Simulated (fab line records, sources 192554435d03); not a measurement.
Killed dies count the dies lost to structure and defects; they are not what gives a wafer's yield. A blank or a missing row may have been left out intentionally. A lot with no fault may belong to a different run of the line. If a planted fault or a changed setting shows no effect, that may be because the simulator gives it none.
Struck lot and sound lot, side by side | flow n5 finfet | 14 out of 1938 route steps
Sound: the wafers L793.1, L793.4, L793.6. Struck: wafer L806.5; the same lot's L806.2 was not struck, so it is left out; see the end for the cause.
Each step with rows lists, per side, the tool, then ch with its chambers, then its first start. Under that, the readings that differ: sound wafers | struck wafers | difference of the means | sigmas: that difference in standard deviations of wafers without a fault.
alike: readings whose means differ by less than 2 such deviations, and words and numbers that are the same on both sides. not compared: withheld readings, readings that some wafer has no value for, bounds like >300 that may hide the same value, and numbers for which the record gives no deviation and whose values overlap.
A row with sigmas, a row that says differs or no value, or rows on one side alone: a step with any of these is where the two part. Numbers that don't overlap but have no deviation are shown without sigmas and don't part them. A reading that every wafer of one side lacks parts them only if that side has two wafers or more.

first, 2 steps without rows for these wafers: N5_BEOL_M15_STRIP_62 (strips in O2); N5_BEOL_M15_STRIP_37 (strips in O2).
N5_BEOL_M15_ETCH_38: etches SiCN in CF4/N2, target depth 106.4 nm, time 120.5 s.
  sound: rie diel-02 ch 0,3; struck: rie diel-01 ch 0
  alike: cf4 flow sccm, drypump motor current A, oes product au, rf vpp V, showerhead plenum p Torr, throttle valve pct
  not compared: rf hours counter h
then, 2 steps without rows for these wafers: N5_BEOL_M15_PRECLEAN_39 (cleans in residue remover, time 60 s); N5_BEOL_M15_SRD_40 (time 30 s, dry time 30 s).
N5_BEOL_M15_DEGAS_41: time 60 s.
  sound on pvd sputter-02, day 12 08:53; struck on pvd sputter-01, day 15 23:31
  alike: heater power w
N5_BEOL_M15_PRE_CLEAN_42: time 30 s.
  sound on pvd sputter-02, day 12 08:55; struck on pvd sputter-01, day 15 23:33
  alike: heater power w
then, 1 step without rows for these wafers: N5_BEOL_M15_SPUTTER_43 (material TaN, target thk 15 nm, time 24.19 s).
N5_BEOL_M15_SPUTTER_44: material Ta, target thk 15 nm, time 24.19 s.
  sound on pvd sputter-02, day 12 09:02; struck on pvd sputter-01, day 15 23:40
  alike: bias v, chamber pressure pa, throttle valve pct
then, 2 steps without rows for these wafers: N5_BEOL_M15_SPUTTER_45 (material Cu, target thk 100 nm, time 16.67 s); N5_BEOL_M15_ECD_47 (material Cu, target thk 1860 nm).
N5_BEOL_M15_ANNEAL_48: time 90 s.
  sound on rtp anneal-01 ch 0, day 12 09:35; struck on rtp anneal-02 ch 0, day 16 00:24
  alike: wafer_temp_C_max
N5_BEOL_M15_CMP_49: polishes, stops on SiO2, t overpolish 4.9 s, target thk 850 nm.
  sound on cmp-04 ch 0,1, day 12 09:55; struck on cmp-04 ch 3, day 16 00:41
  reading                      | sound             | struck | difference | sigmas
  barrier field endpoint s (s) | 12.13 11.91 11.74 | 6.45   | -5.48      | -18
  alike: clearing platen rpm, edge zone pressure frac, head pressure psi, motor current A, overpolish run s, slurry filter dp kPa
N5_PASSIVATION_PROBE_49:
  rows exist in the record for the struck wafers here (prober-02, day 16 16:29), but not for the sound ones

WHERE THEY PART
Earliest at N5_BEOL_M15_CMP_49; latest, in this record, at N5_PASSIVATION_PROBE_49.

WHY: whatever the simulator had introduced
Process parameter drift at N5_BEOL_M15_CMP_49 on cmp-04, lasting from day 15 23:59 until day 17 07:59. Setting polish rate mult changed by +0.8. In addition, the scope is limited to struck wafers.
